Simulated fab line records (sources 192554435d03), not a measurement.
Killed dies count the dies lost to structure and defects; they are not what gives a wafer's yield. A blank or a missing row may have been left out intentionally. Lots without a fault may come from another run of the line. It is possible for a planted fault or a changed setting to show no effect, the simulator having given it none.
Comparing a struck lot with a sound one / flow n5Finfet / 15 steps out of a route of 1938
Sound: these wafers, L590.1, L590.2, L590.3. The struck wafers were L603.1, L603.5, L603.6. The cause is named last.
For every step that has rows: the tool of each side, followed by ch and its chambers, followed by its first start. Under that, the readings that differ: sound wafers / struck wafers / difference of the means / sigmas: that difference in standard deviations of wafers without a fault.
alike: words and numbers the same on both sides, and readings whose means are apart by under 2 such deviations; not compared: readings that were withheld, readings missing a value for some wafer, numbers with overlapping values and no deviation given by the record, and bounds like >300 which may hide the same value.
A row with sigmas, a row that says differs or no value, or rows on one side alone: a step with any of these is where the two part. When numbers do not overlap yet have no deviation, they are printed without sigmas and do not part them. Lack of a reading on every wafer of one side parts them only where that side has two or more wafers.

first, 3 steps without rows for these wafers: N5_BEOL_M9_EXPOSE_25 (exposes mask V8); N5_BEOL_M9_PEB_26 (peb time 60 s); N5_BEOL_M9_DEVELOP_27 (develop time 30 s).
N5_BEOL_M9_CD_MEAS_28 targets a cd of 70 nm.
  sound on cdSem-01 ch 0, day 11 13:57; struck on cdSem-01 ch 0, day 15 04:41
  alike: cdNm
N5_BEOL_M9_OVL_MEAS_29:
  sound on overlay-02 ch 0, day 11 13:59; struck on overlay-02 ch 0, day 15 04:43
  alike: V8_OVL
N5_BEOL_M9_INSPECT_30: inspects for defects (brightfield).
  sound on defectInspect-02 at day 11 14:02; struck on defectInspect-02 at day 15 04:46
  alike: rawDefectCount
N5_BEOL_M9_DESCUM_33: chemistry O2, time 7 s.
  sound on rieDiel-04 ch 0,1,3, day 11 14:53; struck on rieDiel-01 ch 0,3, day 15 04:49
  alike: drypumpMotorCurrentA, oesProductAu, rfVppV, showerheadPlenumPTorr, throttleValvePct
  not compared: rfHoursCounterH
N5_BEOL_M9_ETCH_76: etches underlayer in N2/H2, target depth 6.5 nm, time 5.2 s.
  sound on rieDiel-04 ch 0,1,3, day 11 14:56; struck on rieDiel-01 ch 0,3, day 15 04:50
  alike: drypumpMotorCurrentA, etchRfOnTimeS, oesProductAu, rfVppV, showerheadPlenumPTorr, throttleValvePct
  not compared: rfHoursCounterH
N5_BEOL_M9_ETCH_65: etches SiARC in CF4, target depth 15.6 nm, time 26 s.
  sound on rieDiel-04 ch 0,1,3, day 11 14:56; struck on rieDiel-01 ch 0,3, day 15 04:52
  alike: drypumpMotorCurrentA, etchRfOnTimeS, oesProductAu, rfVppV, showerheadPlenumPTorr, throttleValvePct
  not compared: rfHoursCounterH
N5_BEOL_M9_ETCH_66: etches SOC in N2/H2, target depth 80 nm, overetch 16 nm, time 120 s.
  sound on rieDiel-04 ch 0,1,3, day 11 14:58; struck on rieDiel-01 ch 0,3, day 15 04:53
  alike: drypumpMotorCurrentA, oesProductAu, rfVppV, showerheadPlenumPTorr, throttleValvePct
  not compared: rfHoursCounterH
then, 2 steps without rows for these wafers: N5_BEOL_M9_STRIP_69 (strips in N2/H2); N5_BEOL_M9_STRIP_77 (strips in N2/H2).
N5_BEOL_M9_VIA_ETCH_34: etches SiCOH lowk in C4F6/O2, target depth 182.4 nm, time 68.4 s.
  sound on rieDiel-04 ch 0,1,3, day 11 15:04; struck on rieDiel-01 ch 0,3, day 15 04:59
reading=oesProductAu (a.u.); sound=0.77 0.73 0.88; struck=1.09 1.11 1.10; difference=+0.31; sigmas=+4
reading=model.etch.depthNm (nm); sound=182.1 182.6 181.6; struck=265.3 265.9 267.5; difference=+84.1; sigmas=
reading=model.SOC_of_BEOL_M9_COAT_63.thkNm (nm); sound=51.2 51.4 51.2; struck=46.8 47 47; difference=-4.3; sigmas=
  alike: drypumpMotorCurrentA, oes_o_777_au, rfVppV, showerheadPlenumPTorr, throttleValvePct
  not compared: rfHoursCounterH
then, 1 step without rows for these wafers: N5_BEOL_M9_STRIP_73 (strips in C4F6/O2).
N5_PASSIVATION_PROBE_49:
  the record has rows for the sound wafers here (prober-01, day 14 11:27) and none for the struck ones

## WHERE THEY PART
At N5_BEOL_M9_VIA_ETCH_34 first; at N5_PASSIVATION_PROBE_49 last (within this record only).

WHY: whatever the simulator had introduced
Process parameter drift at N5_BEOL_M9_VIA_ETCH_34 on rieDiel-01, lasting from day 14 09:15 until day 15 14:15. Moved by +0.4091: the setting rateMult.
